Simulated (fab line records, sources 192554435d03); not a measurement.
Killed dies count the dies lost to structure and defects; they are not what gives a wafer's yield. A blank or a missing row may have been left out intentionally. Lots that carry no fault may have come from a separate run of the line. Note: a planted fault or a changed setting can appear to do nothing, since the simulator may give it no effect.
Lot-split experiment :: flow n5_finfet :: route with 1938 steps; 7 lots, 21 wafers read

== SPLIT DETAILS ==
At N5_MOL_CONTACT_COAG_CVD_140 (deposits W, target thk 66.5 nm, time 215 s), the setting target_thk_a was moved away from the recipe's 665 angstrom on 7 of the 21 wafers read, by -7.8% to +10.4%. The other wafers ran this setting at the recipe's value.

Reading taken at the split's own step.

== THE READING ==
W_of_MOL_CONTACT_COAG_CVD_140.thk_nm (the simulator's own value, which no gauge read), in nm, at N5_MOL_CONTACT_COAG_CVD_140 (deposits W, target thk 66.5 nm, time 215 s). No usual value for it is given in the file. Across the 14 wafers here that went through the recipe, the average is 66.4 nm and the standard deviation 0.84 nm.

wafer: L075.1
tool, chamber at the split: cvd_w-01, 1
target_thk_a as run, angstrom: 612.9
against the recipe: -7.8%
W_of_MOL_CONTACT_COAG_CVD_140.thk_nm, nm: 60.2
against lot-mates on the recipe: -5.8

wafer: L075.3
tool, chamber at the split: cvd_w-01, 1
target_thk_a as run, angstrom: 665
against the recipe: recipe
W_of_MOL_CONTACT_COAG_CVD_140.thk_nm, nm: 66
against lot-mates on the recipe: -

wafer: L075.6
tool, chamber at the split: cvd_w-01, 0
target_thk_a as run, angstrom: 612.9
against the recipe: -7.8%
W_of_MOL_CONTACT_COAG_CVD_140.thk_nm, nm: 60.6
against lot-mates on the recipe: -5.4

wafer: L080.2
tool, chamber at the split: cvd_w-01, 1
target_thk_a as run, angstrom: 665
against the recipe: recipe
W_of_MOL_CONTACT_COAG_CVD_140.thk_nm, nm: 65.6
against lot-mates on the recipe: -

wafer: L080.3
tool, chamber at the split: cvd_w-01, 0
target_thk_a as run, angstrom: 665
against the recipe: recipe
W_of_MOL_CONTACT_COAG_CVD_140.thk_nm, nm: 66.4
against lot-mates on the recipe: -

wafer: L080.5
tool, chamber at the split: cvd_w-01, 0
target_thk_a as run, angstrom: 631.9
against the recipe: -5.0%
W_of_MOL_CONTACT_COAG_CVD_140.thk_nm, nm: 62.6
against lot-mates on the recipe: -3.4

wafer: L084.1
tool, chamber at the split: cvd_w-01, 1
target_thk_a as run, angstrom: 665
against the recipe: recipe
W_of_MOL_CONTACT_COAG_CVD_140.thk_nm, nm: 65.8
against lot-mates on the recipe: -

wafer: L084.5
tool, chamber at the split: cvd_w-01, 1
target_thk_a as run, angstrom: 694.2
against the recipe: +4.4%
W_of_MOL_CONTACT_COAG_CVD_140.thk_nm, nm: 69
against lot-mates on the recipe: +2.6

wafer: L084.6
tool, chamber at the split: cvd_w-01, 0
target_thk_a as run, angstrom: 665
against the recipe: recipe
W_of_MOL_CONTACT_COAG_CVD_140.thk_nm, nm: 67
against lot-mates on the recipe: -

wafer: L085.3
tool, chamber at the split: cvd_w-02, 0
target_thk_a as run, angstrom: 665
against the recipe: recipe
W_of_MOL_CONTACT_COAG_CVD_140.thk_nm, nm: 66
against lot-mates on the recipe: -

wafer: L085.5
tool, chamber at the split: cvd_w-02, 1
target_thk_a as run, angstrom: 665
against the recipe: recipe
W_of_MOL_CONTACT_COAG_CVD_140.thk_nm, nm: 67.8
against lot-mates on the recipe: -

wafer: L085.6
tool, chamber at the split: cvd_w-02, 0
target_thk_a as run, angstrom: 665
against the recipe: recipe
W_of_MOL_CONTACT_COAG_CVD_140.thk_nm, nm: 65.4
against lot-mates on the recipe: -

wafer: L089.2
tool, chamber at the split: cvd_w-02, 1
target_thk_a as run, angstrom: 665
against the recipe: recipe
W_of_MOL_CONTACT_COAG_CVD_140.thk_nm, nm: 66.6
against lot-mates on the recipe: -

wafer: L089.5
tool, chamber at the split: cvd_w-02, 0
target_thk_a as run, angstrom: 665
against the recipe: recipe
W_of_MOL_CONTACT_COAG_CVD_140.thk_nm, nm: 65.4
against lot-mates on the recipe: -

wafer: L089.6
tool, chamber at the split: cvd_w-02, 1
target_thk_a as run, angstrom: 665
against the recipe: recipe
W_of_MOL_CONTACT_COAG_CVD_140.thk_nm, nm: 67
against lot-mates on the recipe: -

wafer: L094.1
tool, chamber at the split: cvd_w-02, 1
target_thk_a as run, angstrom: 665
against the recipe: recipe
W_of_MOL_CONTACT_COAG_CVD_140.thk_nm, nm: 67.4
against lot-mates on the recipe: -

wafer: L094.2
tool, chamber at the split: cvd_w-02, 0
target_thk_a as run, angstrom: 719.8
against the recipe: +8.2%
W_of_MOL_CONTACT_COAG_CVD_140.thk_nm, nm: 72.2
against lot-mates on the recipe: +4.5

wafer: L094.4
tool, chamber at the split: cvd_w-02, 1
target_thk_a as run, angstrom: 665
against the recipe: recipe
W_of_MOL_CONTACT_COAG_CVD_140.thk_nm, nm: 68
against lot-mates on the recipe: -

wafer: L096.1
tool, chamber at the split: cvd_w-01, 0
target_thk_a as run, angstrom: 665
against the recipe: recipe
W_of_MOL_CONTACT_COAG_CVD_140.thk_nm, nm: 65.8
against lot-mates on the recipe: -

wafer: L096.3
tool, chamber at the split: cvd_w-01, 0
target_thk_a as run, angstrom: 734.3
against the recipe: +10.4%
W_of_MOL_CONTACT_COAG_CVD_140.thk_nm, nm: 74
against lot-mates on the recipe: +8.2

wafer: L096.6
tool, chamber at the split: cvd_w-01, 0
target_thk_a as run, angstrom: 734.3
against the recipe: +10.4%
W_of_MOL_CONTACT_COAG_CVD_140.thk_nm, nm: 73.2
against lot-mates on the recipe: +7.4

THE FIT
A straight line over all 21 wafers: W_of_MOL_CONTACT_COAG_CVD_140.thk_nm changes by +0.715 nm for each +1% of target_thk_a; r = +0.98; the points scatter about the line by 0.76 nm.
The same after taking each lot's own level away (the mean of its wafers on the recipe; 21 wafers): +0.7 nm for each +1%; r = +0.98; scatter 0.67 nm.
Per that fit: largest target_thk_a move, reading shift of 7.3 nm.
From 65.80 to 67.70 nm: that is the span of the lots' own levels, equal to 2.3 times the standard deviation above.
The two slopes are in agreement: the lot-to-lot level therefore moves the slope only a little.
Check: +6.91 nm against its lot-mates is what the line predicts for one of the wafers moved furthest among these (+10.4%) when that wafer is left out of the fit. Against them it came out at +8.2 nm.

== ADDITIONAL SPLITS CARRIED BY THESE WAFERS ==
Before the reading, these wafers also passed through other splits. Each is held against what the fit with the lots' levels taken away leaves over:
other split on the same wafers: N5_HKMG_FIN_DESCUM_53 time_s
wafers away from the commonest value: 6
r with W_of_MOL_CONTACT_COAG_CVD_140.thk_nm (lot level and that fit taken away): +0.24

other split on the same wafers: N5_GATE_CUT_CUT_ETCH_54 icp_w
wafers away from the commonest value: 10
r with W_of_MOL_CONTACT_COAG_CVD_140.thk_nm (lot level and that fit taken away): -0.33

other split on the same wafers: N5_MOL_CONTACT_COAG_EXPOSE_81 dose_mj
wafers away from the commonest value: 8
r with W_of_MOL_CONTACT_COAG_CVD_140.thk_nm (lot level and that fit taken away): -0.14

other split on the same wafers: N5_MOL_CONTACT_COAG_ETCHBACK_136 target_depth_a
wafers away from the commonest value: 4
r with W_of_MOL_CONTACT_COAG_CVD_140.thk_nm (lot level and that fit taken away): -0.08

== THE FILE'S OWN FIT ==
W_of_MOL_CONTACT_COAG_CVD_140.thk_nm changes by +0.676 nm for each +1% of target_thk_a, r = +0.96.
